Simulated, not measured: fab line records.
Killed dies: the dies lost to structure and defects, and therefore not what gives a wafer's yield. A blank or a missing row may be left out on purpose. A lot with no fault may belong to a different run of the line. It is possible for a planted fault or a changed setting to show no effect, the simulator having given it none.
Struck lot and sound lot, side by side    flow n5 finfet    19 out of 1938 route steps
Sound: the wafers L691.1, L691.3, L691.5. Struck: wafer L694.6 (left out: L694.5, a lot-mate that was not struck); the cause follows at the end.
For every step that has rows: the tool of each side, followed by ch and its chambers, followed by its first start. Under that, the readings that differ: sound wafers    struck wafers    difference of the means    sigmas: that difference in standard deviations of wafers without a fault.
alike: words and numbers the same on both sides, and readings whose means are apart by under 2 such deviations; not compared: readings that were withheld, readings missing a value for some wafer, numbers with overlapping values and no deviation given by the record, and bounds like >300 which may hide the same value.
Wherever a step has rows on one side only, a row that says differs or no value, or a row with sigmas, the two part there. Non-overlapping numbers with no deviation appear without sigmas and do not part them. A reading missing from all wafers of one side parts the sides only when that side holds two or more wafers.

first, 2 steps without rows for these wafers: N5_HKMG_FIN_COAT_66 (time 60 s, resist thk 300 nm); N5_HKMG_FIN_ETCH_67 (etches SOC in N2/H2, stops on TiN, target depth 388.9 nm).
N5_HKMG_FIN_STRIP_90: strips SOC in N2/H2, time 20 s.
  sound on rie diel-05 ch 1,2, day 7 12:31; struck on rie diel-04 ch 1, day 7 23:26
  alike: drypump motor current A, h2 flow sccm, oes product au, rf vpp V, showerhead plenum p Torr, throttle valve pct
  not compared: rf hours counter h
then, 4 steps without rows for these wafers: N5_HKMG_FIN_WET_ETCH_73 (etches the open film in SC1, time 42.3 s, target depth 1.3 nm, rinse time 30 s); N5_HKMG_FIN_ETCHBACK_68 (etches the open film in Cl2/Ar, stops on HfO2, target depth 0.5 nm); N5_HKMG_FIN_STRIP_69 (strips in N2/H2, time 360 s); N5_HKMG_FIN_ALD_21 (deposits TiN, target thk 1.5 nm, pulse time 1 s, purge time 3 s).
N5_HKMG_FIN_ALD_72: deposits W, target thk 2 nm, pulse time 1 s, purge time 2 s.
  sound on cvd w-01 ch 0,1, day 7 13:44; struck on cvd w-02 ch 0, day 8 00:30
reading             sound        struck  difference  sigmas
heater power w (W)  456 466 450  535     +78         +2
  alike: precursor pulse height rel
  not compared: since wet clean h
N5_HKMG_FIN_W_FILL_22: material W, target thk 60 nm, time 18.2 s.
  sound on cvd w-01 ch 0,1, day 7 13:49; struck on cvd w-02 ch 0, day 8 00:32
  alike: heater power w, throttle valve pct
  not compared: since wet clean h
then, 2 steps without rows for these wafers: N5_HKMG_FIN_PRECLEAN_83 (cleans in DIW, time 57.5 s); N5_HKMG_FIN_SRD_84 (dry time 32 s).
N5_HKMG_FIN_CMP_23: polishes, stops on SiNx, t overpolish 10 s, target thk 46.326 nm.
  sound on cmp-02 ch 0,2,3, day 7 14:00; struck on cmp-01 ch 0, day 8 00:57
  alike: motor current A, overpolish run s, time to endpoint s
N5_HKMG_FIN_CMP_94: polishes, stops on SiNx, t overpolish 4.7 s, target thk 43.299 nm.
  sound on cmp-02 ch 0,2,3, day 7 14:26; struck on cmp-01 ch 0, day 8 01:14
reading                               sound           struck  difference  sigmas
model.SiNx_of_SDB_ALD_29.thk nm (nm)  28.2 28.6 28.2  27.8    -0.5        
  alike: motor current A
N5_HKMG_FIN_INSPECT_28: inspects for defects (darkfield).
  struck on defect inspect-01, day 8 01:21; sound on defect inspect-02, day 7 14:38
  alike: raw defect count
then, 1 step without rows for these wafers: N5_GATE_CUT_ETCHBACK_00 (etches W in SF6/Cl2).
N5_GATE_CUT_ETCH_56: etches TiN in Cl2/Ar, target depth 21.6 nm.
  sound on rie metal-01 ch 1, day 7 14:47; struck on rie metal-01 ch 1, day 8 01:34
  alike: drypump motor current A, he backside leak sccm, mfc cl2 sccm, oes product au, throttle valve pct
  not compared: rf hours counter h
N5_GATE_CUT_ETCHBACK_30: etches TiN in Cl2/Ar, target depth 3 nm.
  sound on rie metal-01 ch 1, day 7 14:53; struck on rie metal-01 ch 1, day 8 01:37
reading                               sound       struck  difference  sigmas
model.SiNx_of_SDB_ALD_29.thk nm (nm)  27 27.6 27  26.8    -0.4        
  alike: drypump motor current A, he backside leak sccm, mfc cl2 sccm, oes product au, throttle valve pct
  not compared: rf hours counter h
then, 1 step without rows for these wafers: N5_GATE_CUT_VAPOR_ETCH_60 (etches HfO2 in BCl3/Cl2).
N5_PASSIVATION_PROBE_49:
  the record holds rows for the sound wafers here (prober-02, day 14 23:40) but none for the struck ones

## WHERE THEY PART
Last at N5_PASSIVATION_PROBE_49 as far as this record goes, first at N5_HKMG_FIN_ALD_72.

WHY: what had been put in by the simulator
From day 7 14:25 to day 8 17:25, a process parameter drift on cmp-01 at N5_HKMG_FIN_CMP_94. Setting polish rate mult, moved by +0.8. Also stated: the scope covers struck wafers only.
